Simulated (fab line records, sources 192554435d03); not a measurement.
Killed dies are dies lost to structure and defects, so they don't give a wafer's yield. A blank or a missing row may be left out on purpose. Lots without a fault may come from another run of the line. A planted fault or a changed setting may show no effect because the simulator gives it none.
Chamber matching | flow n5_finfet | N5_BEOL_M10_CURE_71 on uv_cure-01: 3 sister chambers
The step cures SiCOH lowk, time 240 s. 3 wafers are shown with their chamber, then 12 later ones without.

WAFERS WITH THEIR CHAMBER
wafer  | chamber | wafer_temp_C_max
L082.4 | 0       | 386.6
L087.6 | 2       | 386.9
L093.6 | 1       | 386.9

WAFERS WITHOUT THEIR CHAMBER
wafer  | wafer_temp_C_max
L094.2 | 386.9
L094.4 | 387.5
L094.5 | 387.5
L095.1 | 386.2
L095.2 | 386.6
L095.3 | 387.3
L096.3 | 386.5
L096.5 | 387.2
L096.6 | 386.9
L097.1 | 386.3
L097.3 | 386.2
L097.4 | 386.1

WHICH CHAMBER EACH WENT THROUGH
wafer  | from the rows above          | in truth
L094.2 | can't be placed: 1 or 2 or 0 | 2
L094.4 | can't be placed: 1 or 2 or 0 | 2
L094.5 | can't be placed: 1 or 2 or 0 | 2
L095.1 | can't be placed: 0 or 1 or 2 | 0
L095.2 | can't be placed: 0 or 1 or 2 | 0
L095.3 | can't be placed: 1 or 2 or 0 | 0
L096.3 | can't be placed: 0 or 1 or 2 | 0
L096.5 | can't be placed: 1 or 2 or 0 | 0
L096.6 | can't be placed: 1 or 2 or 0 | 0
L097.1 | can't be placed: 0 or 1 or 2 | 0
L097.3 | can't be placed: 0 or 1 or 2 | 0
L097.4 | can't be placed: 0 or 1 or 2 | 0
Placed correctly: 0 of 12. Can't be placed from these rows: 12 (the true chamber is among the candidates in 12). Placed wrongly: 0.
How it was worked out, from the rows above alone: a wafer's distance from a chamber is the root of the sum, over the readings, of the square of ((its reading less the chamber's mean) divided by the reading's scatter). The wafer belongs to the nearest chamber; if the next one is less than 2 further off, it can't be placed. A chamber's mean is the mean of its shown wafers. The scatter: with one shown wafer a chamber, the root of the mean of the squares of how far each hidden wafer lies from its nearest shown one.
